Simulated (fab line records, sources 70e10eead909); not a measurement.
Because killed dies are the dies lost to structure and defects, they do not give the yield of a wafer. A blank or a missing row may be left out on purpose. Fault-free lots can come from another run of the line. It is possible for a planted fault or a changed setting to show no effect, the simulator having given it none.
The tool behind it: which one?	flow nand_harc	13 lots with 37 wafers sampled at 5 steps, on a route of 1302 steps

== WHAT THE GAUGES SHOWED, per wafer ==
NHARC_END_SORT_01. Usual: killed_at_array 64, standard deviation 20; killed_at_other 0.7, standard deviation 1.1; killed_at_periphery 3.6, standard deviation 2.7; killed_dies 68, standard deviation 20; killed_open 2.8, standard deviation 1.9; killed_short 2.3, standard deviation 1.5.
lot	measured	on	killed_at_array	killed_at_other	killed_at_periphery	killed_dies	killed_open	killed_short	flag
L439	day 31 05:39	prober-01	81 82 78	0 0 1	6 3 9	87 85 88	4 0 5	0 2 1	

== WHAT TOOL EACH LOT RAN ON (gives the tool, then ch and the chambers of the sampled wafers, and finally the start) ==
lot	NHARC_A_WL_FILL_RTA_01	NHARC_A_WL_FILL_ETCHBACK_04	NHARC_A_WL_FILL_STRIP_29	NHARC_A_WL_FILL_ETCHBACK_17
L424	rtp_anneal-01 ch 0, day 21 00:01	rie_metal-02 ch 0,1, day 21 01:02	rie_diel-05 ch 0,1,3, day 21 13:45	rie_metal-01 ch 0,1, day 21 13:50
L425	rtp_anneal-02 ch 0, day 21 00:09	rie_metal-03 ch 0,1, day 21 01:13	rie_diel-01 ch 0,1,3, day 21 13:41	rie_metal-03 ch 0,1, day 21 13:47
L426	rtp_anneal-01 ch 0, day 22 08:39	rie_metal-02 ch 0,1, day 22 09:40	rie_diel-05 ch 0,1, day 22 19:42	rie_metal-02 ch 0,1, day 22 19:47
L429	rtp_anneal-02 ch 0, day 22 08:40	rie_metal-03 ch 1, day 22 09:43	rie_diel-05 ch 0,2, day 22 22:49	rie_metal-01 ch 0,1, day 22 22:55
L431	rtp_anneal-02 ch 0, day 23 05:13	rie_metal-03 ch 0,1, day 23 06:15	rie_diel-05 ch 1,3, day 23 16:24	rie_metal-01 ch 0,1, day 23 16:29
L430	rtp_anneal-01 ch 0, day 23 09:52	rie_metal-03 ch 0,1, day 23 11:00	rie_diel-12 ch 3, day 23 22:32	rie_metal-02 ch 0,1, day 23 22:37
L432	rtp_anneal-02 ch 0, day 24 03:22	rie_metal-03 ch 1, day 24 04:23	rie_diel-12 ch 2, day 24 14:52	rie_metal-03 ch 0,1, day 24 14:57
L439	rtp_anneal-01 ch 0, day 26 23:46	rie_metal-02 ch 0,1, day 27 00:52	rie_diel-05 ch 1,2,3, day 27 10:55	rie_metal-01 ch 0,1, day 27 11:01
L437	rtp_anneal-01 ch 0, day 27 08:13	rie_metal-03 ch 0,1, day 27 09:22	rie_diel-01 ch 1,2,3, day 27 20:20	rie_metal-03 ch 0,1, day 27 20:25
L440	rtp_anneal-01 ch 0, day 27 22:58	rie_metal-02 ch 0,1, day 28 00:09	rie_diel-01 ch 1,2,3, day 28 09:49	rie_metal-01 ch 0,1, day 28 09:57
L442	rtp_anneal-02 ch 0, day 28 15:45	rie_metal-03 ch 0,1, day 28 16:48	rie_diel-12 ch 2,3, day 29 04:19	rie_metal-02 ch 0, day 29 04:25
L444	rtp_anneal-02 ch 0, day 29 15:22	rie_metal-01 ch 0, day 29 16:32	rie_diel-12 ch 2,3, day 30 05:57	rie_metal-01 ch 0,1, day 30 06:02
L445	rtp_anneal-02 ch 0, day 29 19:11	rie_metal-02 ch 0,1, day 29 20:15	rie_diel-01 ch 0,2,3, day 30 05:56	rie_metal-02 ch 0,1, day 30 06:01
- NHARC_A_WL_FILL_RTA_01: time 5 s.
- NHARC_A_WL_FILL_ETCHBACK_04: etches the open film in NF3, target depth 60 nm, time 120 s.
- NHARC_A_WL_FILL_STRIP_29: strips in O2, time 20 s.
- NHARC_A_WL_FILL_ETCHBACK_17: etches the open film in Cl2/BCl3, target depth 4 nm, time 26.7 s.

== AS READ BY THE TOOLS THEMSELVES (means over the sampled wafers that have a number; for cases with no such wafer, the mark the record gives instead) ==
NHARC_A_WL_FILL_RTA_01. Usual: lamp_power_pct 31.2 %, standard deviation 1.5; wafer_temp_C_max 1006.0, standard deviation 1.9.
lot	tool	lamp_power_pct (%)	wafer_temp_C_max	flag
L424	rtp_anneal-01	29.3	1008.5	
L425	rtp_anneal-02	32.4	1004.7	
L426	rtp_anneal-01	29.3	1007.2	
L429	rtp_anneal-02	32.4	1003.3	
L431	rtp_anneal-02	32.4	1004.3	
L430	rtp_anneal-01	29.4	1007.8	
L432	rtp_anneal-02	32.5	1004.8	
L439	rtp_anneal-01	29.3	1006.6	
L437	rtp_anneal-01	29.4	1008.1	
L440	rtp_anneal-01	29.3	1008.5	
L442	rtp_anneal-02	32.5	1004.2	
L444	rtp_anneal-02	32.5	1004.6	
L445	rtp_anneal-02	32.5	1006.4	

NHARC_A_WL_FILL_ETCHBACK_04. Usual: drypump_motor_current_A 5.55 A, standard deviation 0.25; oes_product_au 1.004 a.u., standard deviation 0.014; run_length_s 141.3 s, standard deviation 0.33.
lot	tool	drypump_motor_current_A (A)	oes_product_au (a.u.)	run_length_s (s)	flag
L424	rie_metal-02	5.73	1.004	141.4	
L425	rie_metal-03	5.26	0.994	141.6	
L426	rie_metal-02	5.74	1.009	141.3	
L429	rie_metal-03	5.15	1.009	141.2	
L431	rie_metal-03	5.18	1.023	138.4	OFF
L430	rie_metal-03	5.23	1.019	132.1	OFF
L432	rie_metal-03	5.17	1.033	136.9	OFF
L439	rie_metal-02	5.74	1.009	141.4	
L437	rie_metal-03	5.19	1.014	141.4	
L440	rie_metal-02	5.70	0.998	141.5	
L442	rie_metal-03	5.20	1.025	141.2	
L444	rie_metal-01	5.40	0.972	141.8	
L445	rie_metal-02	5.70	1.002	141.3	

NHARC_A_WL_FILL_STRIP_29. Usual: drypump_motor_current_A 5.87 A, standard deviation 0.29; oes_product_au 1.002 a.u., standard deviation 0.014; rf_vpp_V 57.7 V, standard deviation 0.9; showerhead_plenum_p_Torr 3.47 Torr, standard deviation 0.15; throttle_valve_pct 17.036 %, standard deviation 0.0091.
lot	tool	drypump_motor_current_A (A)	oes_product_au (a.u.)	rf_vpp_V (V)	showerhead_plenum_p_Torr (Torr)	throttle_valve_pct (%)	flag
L424	rie_diel-05	5.96	1.003	57.2	3.45	17.036	
L425	rie_diel-01	5.89	1.003	57.2	3.39	17.036	
L426	rie_diel-05	6.00	1.003	57.3	3.47	17.040	
L429	rie_diel-05	5.93	1.003	57.9	3.43	17.041	
L431	rie_diel-05	5.89	1.006	57.7	3.50	17.032	
L430	rie_diel-12	5.69	1.029	58.2	3.79	17.037	
L432	rie_diel-12	5.16	0.998	57.6	3.33	17.030	
L439	rie_diel-05	5.90	0.996	56.6	3.55	17.028	
L437	rie_diel-01	6.01	1.012	57.5	3.36	17.034	
L440	rie_diel-01	5.99	1.009	57.9	3.36	17.039	
L442	rie_diel-12	5.33	1.005	56.8	3.48	17.044	
L444	rie_diel-12	5.32	0.999	57.5	3.48	17.035	
L445	rie_diel-01	6.07	1.002	57.3	3.39	17.024	

NHARC_A_WL_FILL_ETCHBACK_17. Usual: drypump_motor_current_A 5.52 A, standard deviation 0.25; oes_product_au 1.005 a.u., standard deviation 0.013; run_length_s 48.0 s, standard deviation 0.32.
lot	tool	drypump_motor_current_A (A)	oes_product_au (a.u.)	run_length_s (s)	flag
L424	rie_metal-01	5.70	1.000	47.9	
L425	rie_metal-03	5.25	1.001	48.2	
L426	rie_metal-02	5.74	1.007	48.3	
L429	rie_metal-01	5.55	0.998	47.8	
L431	rie_metal-01	5.55	1.003	48.0	
L430	rie_metal-02	5.72	1.012	48.4	
L432	rie_metal-03	5.22	1.019	48.0	
L439	rie_metal-01	5.54	0.993	48.2	
L437	rie_metal-03	5.20	1.029	48.3	
L440	rie_metal-01	5.53	0.982	48.0	
L442	rie_metal-02	5.69	1.008	48.2	
L444	rie_metal-01	5.52	0.991	48.0	
L445	rie_metal-02	5.74	1.004	48.2	

== THE ANSWER, worked out from the rows above alone ==
Rule: a lot is off if the mean of its wafers that have a number lies more than 3 standard deviations from the usual mean. A lot without any number at a reading at which 4 lots or more have one is off too. Where the step has rows for the other lots, those lots are counted as sound. First the gauges in route order, then the tools' own readings, where a lot's mean is used as printed above. The first step at which some lot is off is used, and at that step the reading that is off furthest; a lot without a number counts as furthest.
Off, at NHARC_A_WL_FILL_ETCHBACK_04 on run_length_s: L431, L430, L432.
A tool fits if, at that step or a process step before it, it ran every lot that is off, and no sound lot after the first of them. No candidate that was tried fits.

== WHAT THE SIMULATOR HAD PUT IN ==
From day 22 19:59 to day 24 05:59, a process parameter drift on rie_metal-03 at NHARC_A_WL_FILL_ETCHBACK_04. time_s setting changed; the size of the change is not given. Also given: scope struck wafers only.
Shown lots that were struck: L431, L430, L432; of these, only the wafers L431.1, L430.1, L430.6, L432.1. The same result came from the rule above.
